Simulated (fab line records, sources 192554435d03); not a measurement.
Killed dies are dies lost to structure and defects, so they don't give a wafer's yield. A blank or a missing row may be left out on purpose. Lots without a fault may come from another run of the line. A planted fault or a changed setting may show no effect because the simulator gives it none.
fab line records | flow n5_finfet
record lots=13 wafers=37 last_day=19
route steps=1938 shown DUMMY_GATE@233 SPACER0@258 SD_EPI_N@281 PASSIVATION@1936
lots that met no fault: from a run of the same line without faults
start_h: hours from the record's first day to the start of the lot's first wafer shown | wait_h: hours since the lot's step before | " the same as in the row above | L1.1+2: a row that stands for several wafers | - no value, or no start given | * or withheld: withheld | < > ~ a bound
route shown NAME@n: a module of which the file shows steps, and the number in the route of the first | usual: mean/standard deviation of fault-free wafers | same: alike in all rows | chamber/n: place in a boat | sites: the reading at each site | _std_site: their standard deviation | _edge_site: outer sites' mean less inner sites' | radius_mm: how far each site lies from the wafer's centre | mask NAME#n: copy n | behind: the tool/chamber that last shaped the wafer | hold: why the lot was held/for how many hours/how that ended | device: the transistor (n, p or np) that didn't switch | end of line: the same wafers' tests at the end of the route | a step without rows: its recipe alone | killed: dies lost to structure and defects at the first sort, not the wafer's yield | map: a wafer's dies, x killed, . not, _ none there
set.NAME: the setting as run; set.NAME@STEP: as run at that earlier step | model.NAME: the simulator's own value behind a step, which no gauge read
steps of the route over a sample of lots; a table a step, a row a wafer
services: from which hour (start_h, from the record's first day; less than 0 if before it) a tool's chamber was out of use, for how many hours, and why
## steps
# step N5_DUMMY_GATE_INSPECT_17
# recipe mode=adi inspect_instrument=brightfield
# usual raw_defect_count=189/43
# columns lot.wafer tool chamber start_h wait_h raw_defect_count
L333.1 defect_inspect-01 - 45.91 0.1 185
L333.2 " - " " 136
L333.6 " - " " 151
L334.2 defect_inspect-02 - 57.17 0.0 205
L334.3 " - " " 188
L334.5 " - " " 198
L336.2 defect_inspect-01 - 65.12 0.0 150
L336.3 " - " " 207
L336.5 " - " " 193
L338.3 defect_inspect-01 - 77.00 0.0 166
L338.4 " - " " 166
L342.2 defect_inspect-01 - 104.18 0.0 145
L342.4 " - " " 188
L345.2 defect_inspect-01 - 119.38 0.0 219
L345.3 " - " " 222
L345.4 " - " " 155
L346.2 defect_inspect-01 - 124.18 0.1 174
L346.3 " - " " 161
L346.4 " - " " 146
L347.1 defect_inspect-01 - 130.01 0.1 167
L347.3 " - " " 202
L347.5 " - " " 178
L352.1 defect_inspect-02 - 159.97 0.1 248
L352.2 " - " " 350
L352.4 " - " " 178
L353.2 defect_inspect-01 - 167.37 0.0 124
L353.3 " - " " 139
L353.4 " - " " 117
L354.3 defect_inspect-01 - 172.44 0.0 248
L354.4 " - " " 333
L354.5 " - " " 216
L355.2 defect_inspect-02 - 179.55 0.0 162
L355.3 " - " " 144
L355.5 " - " " 170
L356.2 defect_inspect-01 - 183.87 0.1 189
L356.4 " - " " 170
L356.6 " - " " 182
# step N5_DUMMY_GATE_ETCH_23
# recipe chemistry=HBr/Cl2/O2 HBr_flow_sccm=150 Cl2_flow_sccm=80 O2_flow_sccm=12 bias_w=102 target_depth_a=410 time_s=22.3 target=poly-Si mask_material=SiO2 pressure_mtorr=10 icp_w=800
# usual drypump_motor_current_A=5.5/0.52 oes_product_au=1.002/0.02 throttle_valve_pct=37.4/0.34
# columns lot.wafer tool chamber start_h wait_h drypump_motor_current_A oes_product_au rf_hours_counter_h throttle_valve_pct
L333.1 rie_si-01 1 46.67 0.0 5.9 0.992 170 37.0
L333.2 " 0 " " 5.5 1.045 70 37.2
L333.6 " 1 " " 6.0 0.987 - 37.0
L334.2 rie_si-03 1 58.89 0.0 6.8 0.983 20 37.1
L334.3 " 2 " " 5.6 1.024 9 37.1
L334.5 " 3 " " 5.4 0.955 - 37.7
L336.2 rie_si-01 0 66.56 0.0 5.4 1.032 70 37.2
L336.3 " 1 " " 6.0 0.980 171 37.0
L336.5 " 1 " " 6.0 0.983 - 37.0
L338.3 rie_si-04 1 77.94 0.0 4.8 1.008 39 37.1
L338.4 " 2 " " 5.8 1.018 147 37.0
L342.2 rie_si-01 0 105.01 0.0 5.4 1.026 71 37.2
L342.4 " 3 " " 4.7 1.003 190 37.5
L345.2 rie_si-04 0 120.12 0.0 5.5 1.010 13 37.5
L345.3 " 1 " " 4.8 0.987 40 37.1
L345.4 " 2 " " 5.8 1.000 148 37.0
L346.2 rie_si-03 1 124.94 0.0 6.8 1.002 21 37.1
L346.3 " 3 " " 5.5 0.978 70 37.7
L346.4 " 2 " " 5.7 1.044 10 37.1
L347.1 rie_si-03 1 130.74 0.0 6.8 0.997 21 37.1
L347.3 " 0 " " 6.2 0.998 144 37.6
L347.5 " 2 " " 5.6 1.031 - 37.1
L352.1 rie_si-01 1 161.06 0.0 6.0 0.982 173 37.0
L352.2 " 3 " " 4.7 1.010 191 37.5
L352.4 " 0 " " 5.5 1.032 72 37.2
L353.2 rie_si-03 3 168.45 0.0 5.5 0.965 71 37.8
L353.3 " 0 " " 6.2 0.997 145 37.6
L353.4 " 1 " " 6.8 0.988 - 37.1
L354.3 rie_si-01 1 173.18 0.0 5.9 0.993 173 37.0
L354.4 " 2 " " 5.1 1.003 178 38.0
L354.5 " 3 " " 4.7 1.005 - 37.5
L355.2 rie_si-01 0 180.47 0.0 5.4 1.022 73 37.2
L355.3 " 1 " " 5.9 0.994 173 37.0
L355.5 " 2 " " 5.1 1.015 - 38.0
L356.2 rie_si-01 1 184.60 0.0 5.9 0.980 173 37.0
L356.4 " 0 " " 5.4 1.024 - 37.2
L356.6 " 2 " " 5.1 0.989 - 38.0
# step N5_SPACER0_ALD_07
# recipe material=SiNx target_thk_a=20 temp_c=400 ald_precursor_family=SiH2I2 ald_co_reactant=N2/H2-plasma pressure_torr=2
# usual heater_power_w=826/52
# columns lot.wafer tool chamber start_h wait_h heater_power_w since_wet_clean_h
L333.1 ald_sin-03 0 47.22 0.1 759 145
L333.2 " 3 " " 812 145
L333.6 " 3 " " 808 -
L334.2 ald_sin-04 2 59.39 0.0 758 52
L334.3 " 0 " " 733 52
L334.5 " 1 " " 809 -
L336.2 ald_sin-02 0 67.33 0.0 846 348
L336.3 " 1 " " 936 348
L336.5 " 2 " " 791 -
L338.3 ald_sin-03 2 78.56 0.2 892 176
L338.4 " 3 " " 831 176
L342.2 ald_sin-02 0 105.51 0.0 837 6
L342.4 " 1 " " 887 6
L345.2 ald_sin-04 3 120.83 0.3 810 113
L345.3 " 2 " " 778 113
L345.4 " 3 " " 813 -
L346.2 ald_sin-04 1 125.94 0.5 799 118
L346.3 " 3 " " 817 118
L346.4 " 2 " " 756 -
L347.1 ald_sin-03 1 132.08 0.9 843 230
L347.3 " 2 " " 900 230
L347.5 " 3 " " 836 -
L352.1 ald_sin-03 3 161.55 0.0 823 259
L352.2 " 2 " " 874 259
L352.4 " 0 " " 774 259
L353.2 ald_sin-03 2 170.51 1.6 880 268
L353.3 " 0 " " 764 268
L353.4 " 3 " " 827 268
L354.3 ald_sin-03 1 173.71 0.0 830 271
L354.4 " 0 " " 771 271
L354.5 " 0 " " 763 -
L355.2 ald_sin-03 2 180.96 0.0 896 279
L355.3 " 0 " " 776 279
L355.5 " 2 " " 909 -
L356.2 ald_sin-03 2 185.54 0.5 902 283
L356.4 " 0 " " 770 283
L356.6 " 2 " " 899 -
# step N5_SD_EPI_N_SD_RECESS_17
# recipe chemistry=HBr/Cl2/O2 target_depth_a=410 mask_material=SOC time_s=23.7 bt_time_s=3 pressure_mtorr=10 icp_w=800 bias_w=112 HBr_flow_sccm=150 Cl2_flow_sccm=80 O2_flow_sccm=12
# usual drypump_motor_current_A=5.8/0.57 oes_product_au=1.005/0.01 throttle_valve_pct=37.0/0.33
# columns lot.wafer tool chamber start_h wait_h drypump_motor_current_A oes_product_au rf_hours_counter_h throttle_valve_pct
L333.1 rie_si-05 1 49.10 0.0 5.9 0.990 8 37.0
L333.2 " 3 " " 6.8 1.015 123 36.8
L333.6 " 0 " " 5.2 1.005 - 36.5
L334.2 rie_si-05 2 61.16 0.0 6.2 0.992 40 37.1
L334.3 " 1 " " 5.9 0.988 8 37.0
L334.5 " 2 " " 6.2 0.990 - 37.1
L336.2 rie_si-02 0 69.21 0.0 5.2 1.003 23 37.0
L336.3 " 2 " " 5.9 1.013 21 37.0
L336.5 " 1 " " 5.5 1.021 - 36.7
L338.3 rie_si-05 3 80.30 0.0 6.7 0.962 124 36.8
L338.4 " 3 " " 6.8 0.968 - 36.8
L342.2 rie_si-05 2 107.25 0.0 6.2 0.994 42 37.1
L342.4 " 1 " " 5.9 0.940 9 37.1
L345.2 rie_si-06 2 122.57 0.0 5.1 1.016 13 36.6
L345.3 " 1 " " 5.3 0.999 132 37.6
L345.4 " 3 " " 5.2 1.003 - 37.6
L346.2 rie_si-02 0 127.68 0.0 5.2 0.992 24 37.0
L346.3 " 2 " " 5.9 1.006 22 37.0
L346.4 " 3 " " 5.4 1.001 24 36.6
L347.1 rie_si-06 1 133.70 0.0 5.3 1.002 132 37.6
L347.3 " 2 " " 5.1 1.003 13 36.6
L347.5 " 1 " " 5.3 1.002 - 37.6
L352.1 rie_si-06 3 163.32 0.0 5.3 1.002 106 37.6
L352.2 " 2 " " 5.0 1.005 14 36.6
L352.4 " 1 " " 5.3 0.996 - 37.6
L353.2 rie_si-05 0 172.26 0.0 5.3 1.004 97 36.6
L353.3 " 3 " " 6.8 1.013 126 36.8
L353.4 " 1 " " 5.8 0.999 10 37.0
L354.3 rie_si-05 0 175.32 0.0 5.2 1.004 97 36.5
L354.4 " 2 " " 6.2 0.999 43 37.1
L354.5 " 3 " " 6.8 1.017 - 36.8
L355.2 rie_si-06 0 182.70 0.0 5.4 1.006 169 37.3
L355.3 " 2 " " 5.1 1.008 14 36.6
L355.5 " 1 " " 5.3 1.002 - 37.6
L356.2 rie_si-05 0 187.16 0.0 5.3 0.998 97 36.6
L356.4 " 2 " " 6.2 1.004 43 37.1
L356.6 " 2 " " 6.2 0.997 - 37.1
# step N5_PASSIVATION_PROBE_49
# usual killed_at_M0_to_M3=33/11 killed_at_M4_up=15/6.2 killed_at_contacts=13/6.5 killed_at_front_end=38/11 killed_at_other=3.4/2.6 killed_dies=102/17 killed_open=67/12 killed_short=34/7.9
# same gross_dies=1180 killed_at_back_side=0
# columns lot.wafer tool chamber start_h wait_h killed_at_M0_to_M3 killed_at_M4_up killed_at_contacts killed_at_front_end killed_at_other killed_dies killed_open killed_short
L342.2 prober-02 - 340.72 0.4 49 6 11 51 1 118 76 38
L345.2 prober-02 - 363.71 0.1 31 11 11 34 1 88 56 32
L345.3 prober-02 - 363.76 0.1 29 12 6 46 5 98 65 31
L345.4 prober-02 - 363.81 0.2 30 3 4 71 1 109 65 43
# killed by level:class
L342.2 FIN_SAQP:geometric_particle:short=14 BEOL_M0_SAQP:geometric_particle:open=13 BEOL_M1:geometric_particle:open=11 BEOL_M0_SAQP:geometric_particle:short=10 MOL_CONTACT_COAG:geometric_particle:open=9 FIN_SAQP:geometric_particle:open=8 BEOL_M3:geometric_particle:open=7 STI_FIN_REVEAL:geometric_particle:open=5
L345.2 GATE_CUT:geometric_particle:short=9 MOL_CONTACT_COAG:geometric_particle:open=8 BEOL_M0_SAQP:geometric_particle:open=8 GATE_CUT:geometric_particle:open=6 BEOL_M1:geometric_particle:open=6 STI_FIN_REVEAL:geometric_particle:open=5 BEOL_M0_SAQP:geometric_particle:short=5 BEOL_M2:geometric_particle:open=5
L345.3 GATE_CUT:geometric_particle:short=13 BEOL_M3:geometric_particle:open=9 FIN_SAQP:geometric_particle:short=8 FIN_SAQP:geometric_particle:open=7 GATE_CUT:geometric_particle:open=7 BEOL_M4:geometric_particle:open=7 BEOL_M1:geometric_particle:open=6 MOL_CONTACT_COAG:geometric_particle:open=5
L345.4 STI_FIN_REVEAL:geometric_particle:open=17 FIN_SAQP:geometric_particle:open=12 FIN_SAQP:geometric_particle:short=10 BEOL_M0_SAQP:geometric_particle:open=9 BEOL_M0_SAQP:geometric_particle:short=8 GATE_CUT:geometric_particle:short=7 GATE_CUT:geometric_particle:open=6 STI_FIN_REVEAL:geometric_particle:short=5
## services
# columns tool chamber start_h hours kind
ald_sin-02 2 36.10 6.5 repair
rie_si-03 - 44.43 0.6 repair
rie_si-05 2 52.13 2.3 repair
rie_si-05 - 59.63 0.4 repair
ald_sin-04 3 64.33 5.4 repair
rie_si-05 0 69.78 14.4 repair
rie_si-06 0 82.82 81.4 repair
ald_sin-02 - 85.25 14.0 pm
ald_sin-02 0 85.25 14.0 vent_cycle
ald_sin-02 1 85.25 14.0 vent_cycle
ald_sin-02 2 85.25 14.0 vent_cycle
ald_sin-02 3 85.25 14.0 vent_cycle
ald_sin-03 - 96.05 0.8 pm
rie_si-03 0 96.08 10.2 repair
rie_si-02 0 102.44 4.2 repair
rie_si-05 2 111.77 4.0 repair
rie_si-05 - 135.20 2.8 pm
rie_si-03 2 144.22 29.4 repair
rie_si-02 1 146.42 1.5 repair
rie_si-03 - 148.63 11.8 repair
ald_sin-02 3 159.26 1.7 repair
rie_si-01 3 180.22 - clean
rie_si-01 3 180.22 20.1 scheduled_down
rie_si-01 3 180.22 20.1 vent_cycle
## key
first_sign step=N5_SD_EPI_N_SD_RECESS_17 reading=oes_product_au direction=down sigmas=4.7 usual=1.005 struck=0.957
effect none on later readings
met_at N5_SD_EPI_N_SD_RECESS_17
struck_lots L338,L342
struck_wafers L338.3,L338.4,L342.4
tester_left_out L338,L342
not_acting_at N5_DUMMY_GATE_INSPECT_17,N5_DUMMY_GATE_ETCH_23,N5_SPACER0_ALD_07
onset_between 61.16 80.30
fault kind=process_parameter_drift tool=rie_si-05 chamber=- onset_h=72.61 steps=N5_SD_EPI_N_SD_RECESS_17 channel=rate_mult offset=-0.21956 shape=step end_h=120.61 scope=struck_wafers_only
# tester_left_out: of these lots the tester's yield and bins aren't shown, on N5 and GAA mostly nor the transistor test; their killed dies are dies lost to structure and defects alone, not to doping, threshold or leakage, so they don't give the yield
